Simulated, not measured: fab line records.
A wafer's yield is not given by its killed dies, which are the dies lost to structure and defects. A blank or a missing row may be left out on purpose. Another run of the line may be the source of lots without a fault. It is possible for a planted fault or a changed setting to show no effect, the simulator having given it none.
Matching of chambers    flow nand-harc    rie-diel-04 running NHARC_A_CONTACT_ETCH_110: 4 sister chambers
The step etches the open film in CF4/O2, target depth 60 nm, overetch 6 nm, time 33 s. 14 wafers are shown with their chamber, then 7 later ones without.

== EACH WAFER AND ITS CHAMBER ==
wafer   chamber  rf-vpp-V (V)  oes-product-au (a.u.)  throttle-valve-pct (%)
L074.1  1        198.5         1.012                  13.410
L074.2  2        196.0         1.011                  13.407
L074.5  2        196.2         0.998                  13.401
L077.2  0        200.4         0.993                  13.412
L077.3  1        197.2         1.016                  13.381
L077.5  0        200.6         0.994                  13.402
L076.3  3        199.3         0.989                  13.397
L076.4  1        197.5         1.019                  13.392
L076.5  1        197.6         1.012                  13.376
L078.1  1        197.7         1.030                  13.398
L078.2  0        199.7         0.994                  13.397
L078.5  3        197.1         1.002                  13.404
L079.1  1        197.0         1.013                  13.399
L079.3  3        196.3         0.991                  13.414

SIGNATURES, as means of the wafers listed above
reading             chamber 0  chamber 1  chamber 2  chamber 3  scatter within a chamber
rf-vpp-V            200.233    197.583    196.100    197.567    0.815
oes-product-au      0.99367    1.01700    1.00450    0.99400    0.00651
throttle-valve-pct  13.40367   13.39267   13.40400   13.40500   0.0103
Rule: a wafer lies at a distance from a chamber equal to the root of the sum of squares, over the readings, of (its reading less the chamber's mean, divided by the reading's scatter). The wafer belongs to the nearest chamber; if the next one is less than 2 further off, it can't be placed. The scatter: take each reading less its chamber's mean, square it, sum over the shown wafers, divide by the number of wafers less the number of chambers, and take the root.

== WAFERS WITH NO CHAMBER GIVEN ==
wafer   rf-vpp-V (V)  oes-product-au (a.u.)  throttle-valve-pct (%)
L079.4  198.2         0.992                  13.396
L087.2  197.5         1.003                  13.402
L087.5  197.2         0.995                  13.400
L087.6  197.9         1.002                  13.399
L093.3  196.4         0.992                  13.394
L093.4  196.3         1.010                  13.396
L093.5  195.0         1.016                  13.404

== WHICH CHAMBER EACH WENT THROUGH ==
wafer   from the rows above                in truth
L079.4  can't be placed: 3 or 0            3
L087.2  can't be placed: 3 or 2 or 1       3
L087.5  can't be placed: 3 or 2            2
L087.6  can't be placed: 3 or 2 or 1 or 0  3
L093.3  can't be placed: 3 or 2            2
L093.4  can't be placed: 2 or 1 or 3       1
L093.5  can't be placed: 2 or 1            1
0 of 7 placed correctly. Cannot be placed on the basis of these rows: 7; the candidates contain the true chamber in 7. Placed wrongly: 0.
